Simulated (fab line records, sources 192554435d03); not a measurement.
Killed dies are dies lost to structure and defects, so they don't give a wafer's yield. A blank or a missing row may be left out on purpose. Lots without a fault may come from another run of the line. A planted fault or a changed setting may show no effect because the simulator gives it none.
A struck lot beside a sound one | flow n5_finfet | 14 steps out of a route of 1938
Sound: wafers L786.2, L786.4, L786.6. Struck: wafers L805.1, L805.3, L805.4. The cause comes at the end.
At each step with rows: each side's tool, then ch and its chambers, then its first start. Under that, the readings that differ: sound wafers | struck wafers | difference of the means | sigmas: that difference in standard deviations of wafers without a fault.
alike: readings whose means differ by less than 2 such deviations, and words and numbers that are the same on both sides. not compared: withheld readings, readings that some wafer has no value for, bounds like >300 that may hide the same value, and numbers for which the record gives no deviation and whose values overlap.
The two part at a step that has a row with sigmas, a row that says differs or no value, or rows on one side only. Numbers that don't overlap but have no deviation are shown without sigmas and don't part them. A reading that every wafer of one side lacks parts them only if that side has two wafers or more.

N5_ILD0_ALD_15: deposits SiNx, target thk 24 nm, pulse time 1 s, ald cycles 480.
  sound on ald_sin-03 ch 0,2, day 4 16:10; struck on ald_sin-02 ch 1,2,3, day 9 09:21
  alike: heater_power_w, precursor_pulse_height_rel
N5_ILD0_CMP_12: polishes SiNx, stops on poly-Si, t overpolish 6 s, target thk 17.67 nm.
  sound on cmp-03 ch 2,3, day 4 18:22; struck on cmp-01 ch 0,2,3, day 9 11:35
  reading                | sound          | struck         | difference | sigmas
  time_to_endpoint_s (s) | 24.7 27.5 24.0 | 31.3 31.4 29.8 | +5.4       | +2
  alike: edge_zone_pressure_frac, motor_current_A, overpolish_run_s, platen_rpm, slurry_filter_dp_kPa
  not compared: pad_life_wafers
N5_ILD0_THK_MEAS_13:
  sound on film_metro-01, day 4 18:40; struck on film_metro-01, day 9 11:51
  alike: thk_nm
N5_ILD0_INSPECT_06: inspects for defects (darkfield).
  sound on defect_inspect-01, day 4 18:41; struck on defect_inspect-02, day 9 11:52
  alike: raw_defect_count
N5_SDB_HM_DEP_00: deposits SiNx from SiH4/NH3/N2, target thk 40 nm, time 35.3 s.
  sound on pecvd-03 ch 0,1,2, day 4 18:43; struck on pecvd-04 ch 0,1,2, day 9 11:55
  reading            | sound       | struck      | difference | sigmas
  heater_power_w (W) | 772 833 817 | 602 696 657 | -156       | -2
  alike: showerhead_plenum_p_Torr, throttle_valve_pct
then, 7 steps without rows for these wafers: N5_SDB_COAT_03 (time 60 s, resist thk 100 nm); N5_SDB_COAT_04 (time 60 s, resist thk 18 nm); N5_SDB_COAT_05 (resist thk 90 nm); N5_SDB_EBR_07; N5_SDB_SOFTBAKE_06 (time 60 s); N5_SDB_EXPOSE_08 (exposes mask SDB); N5_SDB_PEB_09 (peb time 60 s).
N5_SDB_DEVELOP_10: develop time 30 s.
  sound on litho_track-03 ch 0, day 4 19:07; struck on litho_track-03, day 9 12:18
  no value came back on the struck wafers for chill_plate_temp_C (C), develop_time_s (s); on the sound wafers chill_plate_temp_C (C) reads 23.05 22.91 23.06
  reading                                  | sound          | struck         | difference | sigmas
  model.CAR-ArF_of_SDB_COAT_05.thk_nm (nm) | 88.6 88.2 88.8 | 89.4 90.2 90.2 | +1.4       |
N5_SDB_CD_MEAS_11: target cd 50 nm.
  sound on cd_sem-01 ch 0, day 4 19:10; struck on cd_sem-02 ch 0, day 9 12:22
  reading    | sound          | struck | difference                    | sigmas
  cd_nm (nm) | 50.2 49.5 50.3 | - - -  | no value on the struck wafers |

WHERE THEY PART
First at N5_ILD0_CMP_12; last, within this record, at N5_SDB_CD_MEAS_11.

WHY: what the simulator had put in
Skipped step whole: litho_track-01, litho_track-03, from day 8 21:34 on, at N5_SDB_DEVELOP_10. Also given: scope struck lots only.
